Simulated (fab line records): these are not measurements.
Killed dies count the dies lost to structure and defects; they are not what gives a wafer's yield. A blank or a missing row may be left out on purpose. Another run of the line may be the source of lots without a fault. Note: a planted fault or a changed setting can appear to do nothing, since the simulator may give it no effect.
A lot that was struck, set against a sound lot -- flow nandHarc -- 29 steps out of a route of 1159
Sound: wafers L394.3, L394.4, L394.6. Struck: wafer L409.5 (L409.4, L409.6, from the same lot, were not struck and are left out); the cause is given at the end.
Each step with rows lists, per side, the tool, then ch with its chambers, then its first start. Under that, the readings that differ: sound wafers -- struck wafers -- difference of the means -- sigmas: that difference in standard deviations of wafers without a fault.
alike: readings whose means differ by less than 2 such deviations, and words and numbers that are the same on both sides. not compared: withheld readings, readings that some wafer has no value for, bounds like >300 that may hide the same value, and numbers for which the record gives no deviation and whose values overlap.
Wherever a step has rows on one side only, a row that says differs or no value, or a row with sigmas, the two part there. Numbers that have no deviation but don't overlap get no sigmas and don't part them. A reading missing from all wafers of one side parts the sides only when that side holds two or more wafers.

NHARC_A_CHANNEL_HOLE_D1_OVL_MEAS_11:
  sound: overlay-02 at day 9 22:07; struck: overlay-02 at day 13 06:04
  alike: overlayXNm, overlayYNm
NHARC_A_CHANNEL_HOLE_D1_INSPECT_12:
  sound: defectInspect-02 at day 9 22:08; struck: defectInspect-02 at day 13 06:06
  alike: rawDefectCount
NHARC_A_CHANNEL_HOLE_D1_DESCUM_15: chemistry O2, time 3 s.
  sound on rieDiel-04 ch 1,3, day 9 22:12; struck on rieDiel-11 ch 3, day 13 06:10
  alike: drypumpMotorCurrentA, oesProductAu, rfVppV, showerheadPlenumPTorr, throttleValvePct
  not compared: rfHoursCounterH
then, 4 steps without rows for these wafers: NHARC_A_CHANNEL_HOLE_D1_ETCH_38 (etches the open film in CF4, target depth 39 nm, time 65 s); NHARC_A_CHANNEL_HOLE_D1_ETCH_39 (etches the open film in N2/H2, target depth 260 nm, time 325 s); NHARC_A_CHANNEL_HOLE_D1_ETCH_34 (etches the open film in CF4/CHF3, target depth 154 nm, time 77 s); NHARC_A_CHANNEL_HOLE_D1_ETCH_16 (etches the open film in O2/COS, target depth 3100 nm, time 806 s).
NHARC_A_CHANNEL_HOLE_D1_CD_MEAS_18:
  sound: cdSem-02 at day 9 23:19; struck: cdSem-01 at day 13 07:17
  alike: cdNm
then, 1 step without rows for these wafers: NHARC_A_CHANNEL_HOLE_D1_ETCH_19 (etches the open film in C4F8/O2/Ar, time 34.5 s).
NHARC_A_CHANNEL_HOLE_D1_ETCH_20: etches the open film in C4F8/O2/Ar, time 361.9 s, target depth 1600 nm.
  sound on harEtch-01 ch 0,1, day 9 23:35; struck on harEtch-01 ch 0, day 13 07:34
  alike: drypumpMotorCurrentA, showerheadPlenumPTorr, throttleValvePct
  not compared: rfHoursCounterH
then, 2 steps without rows for these wafers: NHARC_A_CHANNEL_HOLE_D1_ETCH_21 (etches the open film in C4F8/O2/Ar, time 514.3 s, target depth 1600 nm); NHARC_A_CHANNEL_HOLE_D1_ETCH_22 (etches the open film in C4F8/O2/Ar, time 666.7 s, target depth 1600 nm).
NHARC_A_CHANNEL_HOLE_D1_ETCH_23: etches the open film in C4F8/O2/Ar, time 819 s, target depth 1600 nm.
  sound on harEtch-01 ch 0,1, day 10 01:02; struck on harEtch-01 ch 0, day 13 09:01
  alike: drypumpMotorCurrentA, showerheadPlenumPTorr, throttleValvePct
  not compared: rfHoursCounterH
NHARC_A_CHANNEL_HOLE_D1_ETCH_24: etches the open film in C4F8/O2/Ar, time 906.2 s, target depth 1500 nm.
  sound on harEtch-01 ch 0,1, day 10 01:46; struck on harEtch-01 ch 0, day 13 09:43
  alike: drypumpMotorCurrentA, showerheadPlenumPTorr, throttleValvePct
  not compared: rfHoursCounterH
then, 7 steps without rows for these wafers: NHARC_A_CHANNEL_HOLE_D1_ETCH_25 (etches the open film in C4F8/O2/Ar, time 1040.2 s, target depth 1500 nm); NHARC_A_CHANNEL_HOLE_D1_ETCH_26 (etches the open film in C4F8/O2/Ar, time 224.1 s, target depth 300 nm); NHARC_A_CHANNEL_HOLE_D1_ETCH_33 (etches the open film in C4F8/O2/Ar, time 90 s, target depth 400 nm); NHARC_A_CHANNEL_HOLE_D1_STRIP_41 (strips in N2/H2); NHARC_A_CHANNEL_HOLE_D1_STRIP_42 (strips in CF4/CHF3); NHARC_A_CHANNEL_HOLE_D1_STRIP_43 (strips in O2/COS); NHARC_A_CHANNEL_HOLE_D1_ETCH_44 (etches the open film in CF4/O2, target depth 140 nm, overetch 14 nm, time 77 s).
NHARC_A_CHANNEL_HOLE_D1_STRIP_27: strips in O2.
  sound on rieDiel-04 ch 0,1,2; struck on rieDiel-04 ch 1
  alike: drypumpMotorCurrentA, oesProductAu, rfVppV, showerheadPlenumPTorr, throttleValvePct
  not compared: rfHoursCounterH
then, 2 steps without rows for these wafers: NHARC_A_CHANNEL_HOLE_D1_PRECLEAN_28 (cleans in SC1); NHARC_A_CHANNEL_HOLE_D1_SRD_29.
NHARC_A_CHANNEL_HOLE_D1_CD_MEAS_30:
  sound: cdSem-03 at day 10 04:55; struck: cdSem-02 at day 13 12:51
  alike: cdNm
NHARC_A_CHANNEL_HOLE_D1_XSEM_31:
  sound on xsem-01 ch 0, day 10 05:00; struck on xsem-01 ch 0, day 13 12:56
  alike: botCdNm, bowNm, tiltDeg
NHARC_A_CHANNEL_HOLE_D1_INSPECT_40:
  sound: defectInspect-02 at day 10 05:06; struck: defectInspect-01 at day 13 13:02
reading,sound,struck,difference,sigmas
rawDefectCount,61 61 60,729,+668,+39
then, 1 step without rows for these wafers: NHARC_A_CHANNEL_FILL_D1_PRECLEAN_00 (cleans in SC1).
-- jump in the record: it breaks off in module A_CHANNEL_FILL_D1 and resumes in module END (first step shown: number 1159 of the route), and 11 days separate the struck wafers' starts before and after --
NHARC_END_SORT_01:
  sound on prober-01 ch 0, day 21 05:00; struck on prober-01 ch 0, day 24 20:30
reading,sound,struck,difference,sigmas
killedAtArray,27 28 39,121,+90,+11
killedAtPeriphery,2 2 3,7,+5,+2
killedDies,29 33 43,128,+93,+11
killedOpen,6 3 7,0,-5,-3
  alike: killedAtOther, killedShort

WHERE THEY PART
First at NHARC_A_CHANNEL_HOLE_D1_INSPECT_40; last, within this record, at NHARC_END_SORT_01.

WHY: what the simulator had put in
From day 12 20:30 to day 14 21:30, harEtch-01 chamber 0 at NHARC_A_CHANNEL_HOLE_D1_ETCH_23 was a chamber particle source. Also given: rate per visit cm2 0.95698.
